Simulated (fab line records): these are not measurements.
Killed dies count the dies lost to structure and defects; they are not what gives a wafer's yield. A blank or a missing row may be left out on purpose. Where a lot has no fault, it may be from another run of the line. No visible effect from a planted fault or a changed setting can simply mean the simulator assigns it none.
Chamber matching | flow nand harc | 4 sister chambers for NHARC_A_BLC_ALD_23 on ald metal-04
The step deposits TiN, target thk 3 nm, pulse time 1 s, ald cycles 150. 7 wafers are shown with their chamber, then 7 later ones without.

== EACH WAFER AND ITS CHAMBER ==
wafer  | chamber | heater power w (W) | precursor pulse height rel
L836.2 | 3       | 1099               | 0.995
L836.5 | 3       | 1087               | 1.026
L842.4 | 0       | 1123               | 0.985
L849.5 | 1       | 979                | 0.983
L849.6 | 2       | 1107               | 0.981
L855.2 | 2       | 1147               | 0.993
L855.4 | 1       | 992                | 1.034

== WAFERS MISSING THEIR CHAMBER ==
wafer  | heater power w (W) | precursor pulse height rel
L855.6 | 1129               | 1.023
L857.1 | 1134               | 0.973
L857.2 | 1087               | 1.009
L857.3 | 1122               | 1.005
L858.2 | 1051               | 0.993
L858.4 | 1133               | 1.010
L858.6 | 1054               | 0.995

== WHICH CHAMBER EACH WENT THROUGH ==
wafer  | from the rows above               | in truth
L855.6 | can't be placed: 2 or 0 or 3      | 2
L857.1 | can't be placed: 2 or 0           | 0
L857.2 | can't be placed: 3 or 0           | 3
L857.3 | can't be placed: 2 or 0 or 3      | 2
L858.2 | can't be placed: 3 or 1 or 0 or 2 | 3
L858.4 | can't be placed: 2 or 0 or 3      | 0
L858.6 | can't be placed: 3 or 1 or 0 or 2 | 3
Correct placement for 0 of the 7. These rows do not allow placing 7 (true chamber among the candidates in 7). Number placed wrongly: 0.
How it was worked out, from the rows above alone: a wafer's distance from a chamber is the root of the sum, over the readings, of the square of ((its reading less the chamber's mean) divided by the reading's scatter). The wafer belongs to the nearest chamber; if the next one is less than 2 further off, it can't be placed. For every chamber, the mean is computed from those of its wafers that are shown. The scatter: the root of (the sum of the squares of (reading less its chamber's mean) over the shown wafers, divided by (wafers less chambers)).
